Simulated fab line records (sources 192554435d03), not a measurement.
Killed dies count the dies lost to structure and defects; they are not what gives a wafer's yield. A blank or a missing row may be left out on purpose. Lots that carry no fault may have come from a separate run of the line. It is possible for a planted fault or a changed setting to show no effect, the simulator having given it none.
8D (eight disciplines) problem report, filled in by code	flow n5-finfet	the parts of the form that need people (team, actions taken, sign-off) are left out

1. PROBLEM STATEMENT
Mean of rf-fwd-power-W at N5_MOL_CONTACT_COAG_ETCH_110: 245.5 W across 6 wafers in 2 lots; on wafers with no fault it is 198.2 W (standard deviation 0.84). That is +56 standard deviations from the usual mean.
The step: etches Si in CF4/O2, target depth 2.5 nm, time 8 s.
First observed at day 6 21:51: wafer L524.2, on rie-diel-01. The record has a number at this step for 27 wafers belonging to 9 lots. By rule, "out" or "out of limits" means more than 4 standard deviations away from the usual mean. The other wafers with a number count as sound.

2. WHAT THIS IS AND IS NOT
question	is	is not
which readings at this step	rf-fwd-power-W, rf-vpp-V	chamber-pressure-mTorr, drypump-motor-current-A, oes-product-au, showerhead-plenum-p-Torr, throttle-valve-pct
which lots	L524, L528	L516, L519, L526, L527, L535, L537, L539
which wafers of those lots	all that have a number	-
read on which tools	rie-diel-01	rie-diel-05, rie-diel-06
when	from day 6 21:51	up to then (6 sound wafers); but 15 sound wafers of L526, L527, L535, L537, L539 came after

3. SUSPECTS, AND WHAT RULES EACH OUT
Counting: any tool at a process step up to the reading is kept as a suspect provided that every lot that is out went through it and no sound lot did after the first of them.
- rie-diel-01 at N5_MOL_CONTACT_COAG_DESCUM_13 (chemistry O2, time 7 s): kept. It processed each lot that is out, first L524 at day 6 21:34, and no sound lot thereafter; up to then, the last sound lot it processed was L519 at day 5 10:02.
- rie-diel-01 at N5_MOL_CONTACT_COAG_ETCH_110 (etches Si in CF4/O2, target depth 2.5 nm, time 8 s): kept. It processed each lot that is out, first L524 at day 6 21:51, and no sound lot thereafter; up to then, the last sound lot it processed was L519 at day 5 10:18. Its own readings are out on those wafers: rf-fwd-power-W, rf-vpp-V.
Remaining after the count are rie-diel-01 at N5_MOL_CONTACT_COAG_DESCUM_13 and rie-diel-01 at N5_MOL_CONTACT_COAG_ETCH_110.

4. THE CAUSE (what the simulator had put in)
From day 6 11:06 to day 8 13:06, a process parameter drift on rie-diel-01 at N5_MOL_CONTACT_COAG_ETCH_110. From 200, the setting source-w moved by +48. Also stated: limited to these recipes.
2 suspects survive the count, and this tool is in that group.

5. THE CHAIN OF EFFECTS, in route order
One row per reading whose mean, taken over the struck wafers that have a number, lies over 3 standard deviations from the usual. Readings are gone through only where the record gives a usual standard deviation; hours: the median, over the lots, of the time from a lot's start at the first step in this table giving one to that lot's start at this step; sigmas: the change measured in usual standard deviations.
hours	step	reading	usual	on struck wafers	change	sigmas
0	N5_MOL_CONTACT_COAG_ETCH_110	oes_f_703_au	0.78 a.u.	1.00	+0.22	+3.1
0	N5_MOL_CONTACT_COAG_ETCH_110	rf-fwd-power-W	198.2 W	245.5	+47.3	+56
0	N5_MOL_CONTACT_COAG_ETCH_110	rf-vpp-V	126.4 V	110.8	-15.6	-6.8
It contains these process steps:
- N5_MOL_CONTACT_COAG_ETCH_110: etches Si in CF4/O2, target depth 2.5 nm, time 8 s.
Later steps that measure or inspect, where all struck wafers having a row at the step show a number for every such reading and not one has moved that far: N5_BEOL_M4_RC_MEAS_101.

6. HOW IT WOULD HAVE BEEN CAUGHT EARLIER
The fault began at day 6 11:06; the first out-of-limits reading in this record came at day 6 21:51, 11 hours later.
